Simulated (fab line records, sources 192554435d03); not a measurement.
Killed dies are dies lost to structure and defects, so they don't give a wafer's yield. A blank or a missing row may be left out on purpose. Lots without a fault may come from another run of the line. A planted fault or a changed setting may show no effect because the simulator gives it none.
Split-lot experiment | flow n5_finfet | 7 lots, 39 wafers read, on a route of 1938 steps

THE SPLIT
At N5_BEOL_M10_TRENCH_ETCH_37 (etches SiCOH lowk in C4F6/O2, target depth 148.83 nm, time 48 s), the setting target_depth_a was moved away from the recipe's 1488.3 angstrom on 18 of the 39 wafers read, by -59.9% to +44.3%. The other wafers ran this setting at the recipe's value.

FROM THE SPLIT TO THE READING: what the file shows between them, 11 steps
- N5_BEOL_M10_ETCH_41: etches SiCN in CH3F/O2, target depth 42.6 nm, time 86 s
- N5_BEOL_M10_STRIP_77: strips in N2/H2, time 10 s
- N5_BEOL_M10_OCD_MEAS_38
- N5_BEOL_M10_HM_STRIP_39: strips TiN in peroxide tin strip, target depth 25 nm, time 158 s
- N5_BEOL_M10_SRD_40: time 30 s
- N5_BEOL_M10_ECD_50: material Cu, target thk 318 nm
- N5_BEOL_M10_ANNEAL_51: time 90 s
- N5_BEOL_M10_CMP_52: polishes, stops on SiCOH lowk, t overpolish 7 s, target thk 140 nm
- N5_BEOL_M10_THK_MEAS_53: measures by xrf
- N5_BEOL_M10_PRE_CLEAN_55: time 15 s
- N5_BEOL_M10_DEP_56: deposits SiCN from 3MS/NH3, target thk 15 nm, time 26.5 s

THE READING
M10_RS, in ohm/sq, at N5_BEOL_M10_RS_MEAS_57 (measures by four-point-probe). Fault-free wafers of this fab line usually give 0.1519 ohm/sq, standard deviation 0.0027 ohm/sq.

wafer  | tool, chamber at the split | target_depth_a as run, angstrom | against the recipe | M10_RS, ohm/sq | against lot-mates on the recipe
L075.1 | rie_diel-05, 1             | 1488.3                          | recipe             | 0.1483         | -
L075.2 | rie_diel-05, 2             | 1488.3                          | recipe             | 0.1545         | -
L075.3 | rie_diel-05, 3             | 1248                            | -16.1%             | 0.1863         | +0.0333
L075.4 | rie_diel-05, 0             | 1488.3                          | recipe             | 0.1562         | -
L075.5 | rie_diel-05, 3             | 1248                            | -16.1%             | 0.1883         | +0.0353
L075.6 | rie_diel-05, 2             | 1248                            | -16.1%             | 0.1867         | +0.0337
L079.1 | rie_diel-05, 0             | 1488.3                          | recipe             | 0.1537         | -
L079.2 | rie_diel-05, 2             | 1243                            | -16.5%             | 0.1878         | +0.0343
L079.3 | rie_diel-05, 1             | 1243                            | -16.5%             | 0.1859         | +0.0324
L079.4 | rie_diel-05, 3             | 1488.3                          | recipe             | 0.1536         | -
L079.5 | rie_diel-05, 2             | 1488.3                          | recipe             | 0.1533         | -
L079.6 | rie_diel-05, 3             | 1243                            | -16.5%             | 0.1874         | +0.0339
L082.1 | rie_diel-01, 1             | 597.2                           | -59.9%             | 0.4930         | +0.3428
L082.2 | rie_diel-01, 2             | 1488.3                          | recipe             | 0.1480         | -
L082.3 | rie_diel-01, 3             | 1488.3                          | recipe             | 0.1537         | -
L082.4 | rie_diel-01, 0             | 597.2                           | -59.9%             | 0.4752         | +0.3250
L082.5 | rie_diel-01, 0             | 1488.3                          | recipe             | 0.1489         | -
L082.6 | rie_diel-01, 1             | 597.2                           | -59.9%             | 0.5124         | +0.3622
L084.4 | rie_diel-01, 1             | 1488.3                          | recipe             | 0.1567         | -
L084.5 | rie_diel-01, 0             | 1488.3                          | recipe             | 0.1513         | -
L084.6 | rie_diel-01, 3             | 1488.3                          | recipe             | 0.1511         | -
L085.1 | rie_diel-01, 0             | 1020                            | -31.5%             | 0.2310         | +0.0799
L085.2 | rie_diel-01, 3             | 1488.3                          | recipe             | 0.1533         | -
L085.3 | rie_diel-01, 2             | 1020                            | -31.5%             | 0.2348         | +0.0837
L085.4 | rie_diel-01, 1             | 1020                            | -31.5%             | 0.2453         | +0.0942
L085.5 | rie_diel-01, 0             | 1488.3                          | recipe             | 0.1502         | -
L085.6 | rie_diel-01, 3             | 1488.3                          | recipe             | 0.1499         | -
L087.1 | rie_diel-05, 1             | 1912                            | +28.5%             | 0.1150         | -0.0377
L087.2 | rie_diel-05, 2             | 1912                            | +28.5%             | 0.1163         | -0.0364
L087.3 | rie_diel-05, 0             | 1488.3                          | recipe             | 0.1499         | -
L087.4 | rie_diel-05, 3             | 1912                            | +28.5%             | 0.1178         | -0.0349
L087.5 | rie_diel-05, 3             | 1488.3                          | recipe             | 0.1531         | -
L087.6 | rie_diel-05, 2             | 1488.3                          | recipe             | 0.1552         | -
L096.1 | rie_diel-01, 2             | 1488.3                          | recipe             | 0.1489         | -
L096.2 | rie_diel-01, 3             | 1488.3                          | recipe             | 0.1502         | -
L096.3 | rie_diel-01, 0             | 1488.3                          | recipe             | 0.1491         | -
L096.4 | rie_diel-01, 2             | 2147                            | +44.3%             | 0.0986         | -0.0508
L096.5 | rie_diel-01, 0             | 2147                            | +44.3%             | 0.0986         | -0.0508
L096.6 | rie_diel-01, 3             | 2147                            | +44.3%             | 0.0992         | -0.0502

THE FIT
A straight line over all 39 wafers: M10_RS changes by -0.00339 ohm/sq for each +1% of target_depth_a; r = -0.87; the points scatter about the line by 0.049 ohm/sq.
The same after taking each lot's own level away (the mean of its wafers on the recipe; 39 wafers): -0.00339 ohm/sq for each +1%; r = -0.86; scatter 0.05 ohm/sq.
On that fit, the largest move of target_depth_a shifts the reading by 0.2 ohm/sq.
The lots' own levels span 0.14940 to 0.15353 ohm/sq, that is 1.5 times the standard deviation above.
So the lot-to-lot level changes the slope little: the two slopes agree.
Check: with one of the wafers moved furthest among these (-59.9%) left out of the fit, the line predicts +0.198 ohm/sq for it against its lot-mates. It came out at +0.343 ohm/sq against them.

THE WHOLE CHAIN: every reading that the file lists as answering this split, in the file's order
step                       | what it does                                                       | reading                                                                           | change (the file's fit)               | r (the file's)
N5_BEOL_M10_TRENCH_ETCH_37 | etches SiCOH lowk in C4F6/O2, target depth 148.83 nm, time 48 s    | etch.depth_nm (the simulator's own value, which no gauge read)                    | +1.49 nm for each +1% of the setting  | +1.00
N5_BEOL_M10_TRENCH_ETCH_37 | etches SiCOH lowk in C4F6/O2, target depth 148.83 nm, time 48 s    | BEOL_M10.feature_depth_nm (the simulator's own value, which no gauge read)        | +1.49 nm for each +1% of the setting  | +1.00
N5_BEOL_M10_TRENCH_ETCH_37 | etches SiCOH lowk in C4F6/O2, target depth 148.83 nm, time 48 s    | TiN_of_BEOL_M10_HM_DEP_02.thk_nm (the simulator's own value, which no gauge read) | -0.042 nm for each +1% of the setting | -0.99
N5_BEOL_M10_OCD_MEAS_38    |                                                                    | trench_depth_nm                                                                   | +1.49 nm for each +1% of the setting  | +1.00
N5_BEOL_M10_CMP_52         | polishes, stops on SiCOH lowk, t overpolish 7 s, target thk 140 nm | Cu_of_BEOL_M10_ECD_50.thk_nm (the simulator's own value, which no gauge read)     | +1.47 nm for each +1% of the setting  | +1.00
N5_BEOL_M10_THK_MEAS_53    | measures by xrf                                                    | M10_THK                                                                           | +1.46 for each +1% of the setting     | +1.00
N5_BEOL_M10_RS_MEAS_57     | measures by four-point-probe                                       | M10_RS                                                                            | -0.00351 for each +1% of the setting  | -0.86

THE FILE'S OWN FIT
M10_RS changes by -0.00351 ohm/sq for each +1% of target_depth_a, r = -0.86.
